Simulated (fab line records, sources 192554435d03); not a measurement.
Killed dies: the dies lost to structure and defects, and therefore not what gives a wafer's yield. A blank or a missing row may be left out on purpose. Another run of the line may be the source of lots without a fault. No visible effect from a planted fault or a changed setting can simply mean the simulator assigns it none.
Split-lot experiment	flow n5_finfet	7 lots, 21 wafers read, on a route of 1938 steps

== ABOUT THE SPLIT ==
At N5_BEOL_M13_TRENCH_ETCH_34 (etches SiOC in C4F8/O2/Ar, target depth 413.47 nm, time 162.6 s), the setting time_s was moved away from the recipe's 162.6 s on 3 of the 21 wafers read, by +17.3% to +17.4%. This setting was run at the recipe's value on the other wafers.

== FROM THE SPLIT TO THE READING: what the file shows between them, 10 steps ==
- N5_BEOL_M13_STRIP_70: strips in C4F8/O2/Ar
- N5_BEOL_M13_OCD_MEAS_35
- N5_BEOL_M13_STRIP_37: strips in N2/H2
- N5_BEOL_M13_ETCH_38: etches SiCN in CF4/N2, target depth 67.5 nm, time 71.9 s
- N5_BEOL_M13_ECD_47: material Cu, target thk 936 nm
- N5_BEOL_M13_ANNEAL_48: time 90 s
- N5_BEOL_M13_CMP_49: polishes, stops on SiOC, t overpolish 17.1 s, target thk 420 nm
- N5_BEOL_M13_THK_MEAS_50: measures by xrf
- N5_BEOL_M13_PRE_CLEAN_52: time 15 s
- N5_BEOL_M13_DEP_53: deposits SiCN from 3MS/NH3, target thk 50 nm, time 17.8 s

== THE READING ==
M13_RS (ohm/sq), read at N5_BEOL_M13_RS_MEAS_54 with a four-point probe. Fault-free wafers of this fab line usually give 0.0447 ohm/sq, standard deviation 0.00063 ohm/sq.

wafer	tool, chamber at the split	time_s as run, s	against the recipe	M13_RS, ohm/sq	against lot-mates on the recipe
L079.3	rie_diel-02, 1	162.6	recipe	0.0438	-
L079.5	rie_diel-02, 3	162.6	recipe	0.0446	-
L079.6	rie_diel-02, 1	162.6	recipe	0.0443	-
L086.2	rie_diel-02, 1	162.6	recipe	0.0440	-
L086.3	rie_diel-02, 0	190.9	+17.4%	0.0379	-0.0063
L086.6	rie_diel-02, 3	162.6	recipe	0.0445	-
L088.2	rie_diel-02, 3	162.6	recipe	0.0448	-
L088.4	rie_diel-02, 1	162.6	recipe	0.0437	-
L088.6	rie_diel-02, 3	162.6	recipe	0.0446	-
L091.1	rie_diel-02, 1	162.6	recipe	0.0443	-
L091.4	rie_diel-02, 0	162.6	recipe	0.0451	-
L091.6	rie_diel-02, 2	162.6	recipe	0.0453	-
L092.1	rie_diel-02, 2	162.6	recipe	0.0449	-
L092.3	rie_diel-02, 1	162.6	recipe	0.0429	-
L092.6	rie_diel-02, 3	162.6	recipe	0.0443	-
L095.2	rie_diel-02, 1	162.6	recipe	0.0432	-
L095.4	rie_diel-02, 0	162.6	recipe	0.0443	-
L095.5	rie_diel-02, 3	162.6	recipe	0.0441	-
L097.3	rie_diel-01, 3	162.6	recipe	0.0445	-
L097.4	rie_diel-01, 0	190.8	+17.3%	0.0371	-0.0074
L097.5	rie_diel-01, 3	190.8	+17.3%	0.0375	-0.0070

THE FIT
A straight line over all 21 wafers: M13_RS changes by -0.000391 ohm/sq for each +1% of time_s; r = -0.97; the points scatter about the line by 0.0006 ohm/sq.
The same after taking each lot's own level away (the mean of its wafers on the recipe; 21 wafers): -0.000398 ohm/sq for each +1%; r = -0.98; scatter 0.00052 ohm/sq.
On that fit, the largest move of time_s shifts the reading by 0.0069 ohm/sq.
From 0.04387 to 0.04490 ohm/sq: that is the span of the lots' own levels, equal to 1.6 times the standard deviation above.
The two slopes agree, so the slope changes little with the lot-to-lot level.
Check: for one of the wafers moved furthest among these (+17.4%), held out of the fit, the line's prediction against its lot-mates is -0.00723 ohm/sq. Against them it came out at -0.00635 ohm/sq.

== OTHER SPLITS APPLIED TO THESE WAFERS ==
Before the reading, these wafers also passed through other splits. Each is held against what the fit with the lots' levels taken away leaves over:
other split on the same wafers	wafers away from the commonest value	r with M13_RS (lot level and that fit taken away)
N5_BEOL_M12_COAT_04 spin_rpm	8	-0.17

== THE WHOLE CHAIN: every reading that the file lists as answering this split, in the file's order ==
step	what it does	reading	change (the file's fit)	r (the file's)
N5_BEOL_M13_TRENCH_ETCH_34	etches SiOC in C4F8/O2/Ar, target depth 413.47 nm, time 162.6 s	etch.depth_nm (the simulator's own value, which no gauge read)	+4.28 nm for each +1% of the setting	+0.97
N5_BEOL_M13_OCD_MEAS_35		trench_depth_nm	+4.27 nm for each +1% of the setting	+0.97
N5_BEOL_M13_CMP_49	polishes, stops on SiOC, t overpolish 17.1 s, target thk 420 nm	Cu_of_BEOL_M13_ECD_47.thk_nm (the simulator's own value, which no gauge read)	+4.24 nm for each +1% of the setting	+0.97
N5_BEOL_M13_THK_MEAS_50	measures by xrf	M13_THK	+4.35 for each +1% of the setting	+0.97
N5_BEOL_M13_RS_MEAS_54	measures by four-point-probe	M13_RS	-0.00039 for each +1% of the setting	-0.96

== THE FILE'S OWN FIT ==
M13_RS changes by -0.00039 ohm/sq for each +1% of time_s, r = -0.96.
